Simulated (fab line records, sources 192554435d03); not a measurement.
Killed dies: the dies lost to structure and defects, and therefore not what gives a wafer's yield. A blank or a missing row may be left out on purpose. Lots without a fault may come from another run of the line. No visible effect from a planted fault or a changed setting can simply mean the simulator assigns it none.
Split-lot trial | flow n5_finfet | route with 1938 steps; 7 lots, 21 wafers read

## ON THE SPLIT
At N5_BEOL_M1_COAT_73 (time 60 s, resist thk 5 nm), the setting spin_rpm was moved away from the recipe's 1500 rpm on 6 of the 21 wafers read, by -10.5% to +4.5%. This setting was run at the recipe's value on the other wafers.

## FROM THE SPLIT TO THE READING: what the file shows between them, 3 steps
- N5_BEOL_M1_COAT_05: resist thk 30 nm
- N5_BEOL_M1_EBR_07
- N5_BEOL_M1_DESCUM_16: chemistry O2, time 7 s

## THE READING
etch.depth_nm (the simulator's own value, which no gauge read), in nm, at N5_BEOL_M1_ETCH_74 (etches underlayer in N2/H2, target depth 6.5 nm, time 5.2 s). The file gives no usual value for it. The 15 wafers here that ran the recipe average 4.987 nm, standard deviation 0.02 nm.

wafer  | tool, chamber at the split | spin_rpm as run, rpm | against the recipe | etch.depth_nm, nm | against lot-mates on the recipe
L077.1 | litho_track-05, 0          | 1500                 | recipe             | 4.957             | -
L077.2 | litho_track-05, 0          | 1500                 | recipe             | 4.965             | -
L077.5 | litho_track-05, 0          | 1343                 | -10.5%             | 5.255             | +0.294
L078.1 | litho_track-03, 0          | 1568                 | +4.5%              | 4.875             | -0.112
L078.4 | litho_track-03, 0          | 1568                 | +4.5%              | 4.882             | -0.105
L078.6 | litho_track-03, 0          | 1500                 | recipe             | 4.987             | -
L086.2 | litho_track-05, 0          | 1500                 | recipe             | 5.018             | -
L086.4 | litho_track-05, 0          | 1500                 | recipe             | 5.025             | -
L086.5 | litho_track-05, 0          | 1500                 | recipe             | 5.004             | -
L087.2 | litho_track-04, 0          | 1500                 | recipe             | 4.99              | -
L087.3 | litho_track-04, 0          | 1500                 | recipe             | 4.988             | -
L087.5 | litho_track-04, 0          | 1500                 | recipe             | 4.986             | -
L093.1 | litho_track-03, 0          | 1405                 | -6.3%              | 5.181             | no lot-mate on the recipe
L093.2 | litho_track-03, 0          | 1405                 | -6.3%              | 5.187             | no lot-mate on the recipe
L093.6 | litho_track-03, 0          | 1405                 | -6.3%              | 5.196             | no lot-mate on the recipe
L094.3 | litho_track-05, 0          | 1500                 | recipe             | 5.002             | -
L094.4 | litho_track-05, 0          | 1500                 | recipe             | 4.997             | -
L094.5 | litho_track-05, 0          | 1500                 | recipe             | 4.986             | -
L097.3 | litho_track-04, 0          | 1500                 | recipe             | 4.962             | -
L097.4 | litho_track-04, 0          | 1500                 | recipe             | 4.966             | -
L097.6 | litho_track-04, 0          | 1500                 | recipe             | 4.97              | -

FIT RESULTS
A straight line over all 21 wafers: etch.depth_nm changes by -0.0278 nm for each +1% of spin_rpm; r = -0.98; the points scatter about the line by 0.021 nm.
The same after taking each lot's own level away (the mean of its wafers on the recipe; 18 wafers): -0.0269 nm for each +1%; r = -1.00; scatter 0.0075 nm.
On that fit, the largest move of spin_rpm shifts the reading by 0.28 nm.
Measured against the standard deviation above, the lots' own levels, which go from 4.9610 to 5.0157 nm, span 2.8 times it.
The two slopes agree, so the slope changes little with the lot-to-lot level.
Check: with one of the wafers moved furthest among these (-10.5%) left out of the fit, the line predicts +0.251 nm for it against its lot-mates. It came out at +0.294 nm against them.

## THESE WAFERS: OTHER SPLITS
Other splits were also applied to these wafers ahead of the reading. Each is held against what the fit with the lots' levels taken away leaves over:
other split on the same wafers           | wafers away from the commonest value | r with etch.depth_nm (lot level and that fit taken away)
N5_GATE_CUT_COAT_35 spin_rpm             | 11                                   | +0.08
N5_MOL_CONTACT_COAG_COAT_76 spin_rpm     | 8                                    | +0.05
N5_MOL_CONTACT_COAG_CVD_140 target_thk_a | 4                                    | -0.20
N5_BEOL_M0_SAQP_PECVD_04 time_s          | 5                                    | -0.17
N5_BEOL_M0_CUTY_EXPOSE_54 dose_mj        | 11                                   | -0.36
N5_BEOL_M0_ETCH_138 bias_w               | 8                                    | +0.16

## FILE'S OWN FIT
etch.depth_nm changes by -0.0275 nm for each +1% of spin_rpm, r = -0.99.
